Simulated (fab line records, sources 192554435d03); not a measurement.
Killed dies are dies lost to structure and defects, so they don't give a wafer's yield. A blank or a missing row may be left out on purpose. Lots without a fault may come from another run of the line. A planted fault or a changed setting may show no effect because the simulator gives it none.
Chamber matching | flow n5_finfet | N5_HKMG_FIN_PWFM_ALD_03 on ald_metal-01: 4 sister chambers
The step deposits TiN, target thk 2 nm, pulse time 1 s, purge time 3 s. 16 wafers are shown with their chamber, then 8 later ones without.

WAFERS WITH THEIR CHAMBER
wafer  | chamber | heater_power_w (W) | precursor_pulse_height_rel
L076.1 | 0       | 811                | 1.003
L076.2 | 3       | 833                | 1.002
L076.3 | 2       | 793                | 1.002
L076.4 | 0       | 788                | 0.994
L076.5 | 3       | 817                | 0.988
L076.6 | 2       | 795                | 0.998
L079.1 | 0       | 814                | 0.973
L079.5 | 3       | 840                | 1.023
L079.6 | 0       | 811                | 0.987
L080.1 | 0       | 816                | 1.022
L080.2 | 1       | 1126               | 1.007
L080.6 | 2       | 821                | 0.992
L090.2 | 3       | 849                | 1.002
L090.5 | 1       | 1099               | 1.037
L090.6 | 0       | 798                | 1.013
L095.4 | 3       | 814                | 1.014

SIGNATURES (means of the wafers above)
reading                    | chamber 0 | chamber 1 | chamber 2 | chamber 3 | scatter within a chamber
heater_power_w             | 806.33    | 1112.50   | 803.00    | 830.60    | 14
precursor_pulse_height_rel | 0.99867   | 1.02200   | 0.99733   | 1.00580   | 0.0153
Rule: a wafer's distance from a chamber is the root of the sum, over the readings, of the square of ((its reading less the chamber's mean) divided by the reading's scatter). The wafer belongs to the nearest chamber; if the next one is less than 2 further off, it can't be placed. The scatter: the root of (the sum of the squares of (reading less its chamber's mean) over the shown wafers, divided by (wafers less chambers)).

WAFERS WITHOUT THEIR CHAMBER
wafer  | heater_power_w (W) | precursor_pulse_height_rel
L095.5 | 1109               | 1.009
L095.6 | 822                | 0.974
L096.2 | 825                | 1.013
L096.3 | 794                | 0.991
L096.6 | 1092               | 0.984
L097.1 | 1118               | 1.010
L097.3 | 823                | 0.983
L097.4 | 833                | 1.030

WHICH CHAMBER EACH WENT THROUGH
wafer  | from the rows above          | in truth
L095.5 | 1                            | 1
L095.6 | can't be placed: 0 or 2 or 3 | 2
L096.2 | can't be placed: 3 or 0 or 2 | 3
L096.3 | can't be placed: 2 or 0      | 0
L096.6 | 1                            | 1
L097.1 | 1                            | 1
L097.3 | can't be placed: 0 or 3 or 2 | 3
L097.4 | can't be placed: 3 or 0 or 2 | 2
Placed correctly: 3 of 8. Can't be placed from these rows: 5 (the true chamber is among the candidates in 5). Placed wrongly: 0.
